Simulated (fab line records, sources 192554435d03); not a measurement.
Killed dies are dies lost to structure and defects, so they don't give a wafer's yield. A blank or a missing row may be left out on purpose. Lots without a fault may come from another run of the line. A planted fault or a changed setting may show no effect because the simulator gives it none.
Split-lot experiment | flow n5_finfet | 7 lots, 21 wafers read, on a route of 1938 steps

THE SPLIT
At N5_HKMG_FIN_PEB_10 (peb time 60 s), the setting peb_time_s was moved away from the recipe's 60 s on 7 of the 21 wafers read, by -22.4% to +19.7%. The other wafers ran this setting at the recipe's value.

FROM THE SPLIT TO THE READING: what the file shows between them, 1 step
- N5_HKMG_FIN_DEVELOP_11: develop time 30 s

THE READING
cd_nm, in nm, at N5_HKMG_FIN_CD_MEAS_12 (target cd 92.8 nm). Fault-free wafers of this fab line usually give 92.9 nm, standard deviation 0.54 nm.

wafer  | tool, chamber at the split | peb_time_s as run, s | against the recipe | cd_nm, nm | against lot-mates on the recipe
L077.2 | litho_track-01, 0          | 60                   | recipe             | 93.3      | -
L077.4 | litho_track-01, 0          | 54.96                | -8.4%              | 90.5      | -2.8
L077.6 | litho_track-01, 0          | 54.96                | -8.4%              | 90.3      | -3.0
L078.1 | litho_track-03, 0          | 52.45                | -12.6%             | 87.7      | -5.1
L078.5 | litho_track-03, 0          | 60                   | recipe             | 93.2      | -
L078.6 | litho_track-03, 0          | 60                   | recipe             | 92.5      | -
L079.4 | litho_track-01, 0          | 60                   | recipe             | 93.1      | -
L079.5 | litho_track-01, 0          | 60                   | recipe             | 92.6      | -
L079.6 | litho_track-01, 0          | 60                   | recipe             | 92.3      | -
L082.1 | litho_track-01, 0          | 60                   | recipe             | 93.4      | -
L082.4 | litho_track-01, 0          | 60                   | recipe             | 92.8      | -
L082.6 | litho_track-01, 0          | 60                   | recipe             | 93.0      | -
L084.3 | litho_track-01, 0          | 71.82                | +19.7%             | 97.9      | no lot-mate on the recipe
L084.4 | litho_track-01, 0          | 71.82                | +19.7%             | 98.2      | no lot-mate on the recipe
L084.5 | litho_track-01, 0          | 71.82                | +19.7%             | 98.2      | no lot-mate on the recipe
L086.2 | litho_track-01, 0          | 60                   | recipe             | 92.3      | -
L086.3 | litho_track-01, 0          | 60                   | recipe             | 92.6      | -
L086.4 | litho_track-01, 0          | 60                   | recipe             | 92.5      | -
L089.1 | litho_track-01, 0          | 60                   | recipe             | 94.0      | -
L089.3 | litho_track-01, 0          | 46.55                | -22.4%             | 83.8      | -9.5
L089.5 | litho_track-01, 0          | 60                   | recipe             | 92.5      | -

THE FIT
A straight line over all 21 wafers: cd_nm changes by +0.316 nm for each +1% of peb_time_s; r = +0.98; the points scatter about the line by 0.72 nm.
The same after taking each lot's own level away (the mean of its wafers on the recipe; 18 wafers): +0.408 nm for each +1%; r = +0.99; scatter 0.4 nm.
On that fit, the largest move of peb_time_s shifts the reading by 9.2 nm.
The lots' own levels span 92.47 to 93.30 nm, that is 1.5 times the standard deviation above.
So the lot-to-lot level changes the slope: the two fits differ.
Check: with one of the wafers moved furthest among these (-22.4%) left out of the fit, the line predicts -8.51 nm for it against its lot-mates. It came out at -9.45 nm against them.

OTHER SPLITS ON THESE WAFERS
These wafers also went through other splits before the reading. Each is held against what the fit with the lots' levels taken away leaves over:
other split on the same wafers | wafers away from the commonest value | r with cd_nm (lot level and that fit taken away)
N5_FIN_CUT_COAT_02 spin_rpm    | 7                                    | +0.21
N5_DUMMY_GATE_COAT_28 spin_rpm | 12                                   | +0.01
N5_DUMMY_GATE_COAT_09 spin_rpm | 6                                    | +0.26
N5_SD_EPI_N_PEB_07 peb_temp_c  | 9                                    | +0.40
N5_SDB_COAT_04 spin_rpm        | 10                                   | +0.03
N5_SDB_EXPOSE_08 dose_mj       | 3                                    | +0.05
N5_HKMG_FIN_COAT_06 spin_rpm   | 5                                    | +0.37

THE FILE'S OWN FIT
cd_nm changes by +0.412 nm for each +1% of peb_time_s, r = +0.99.
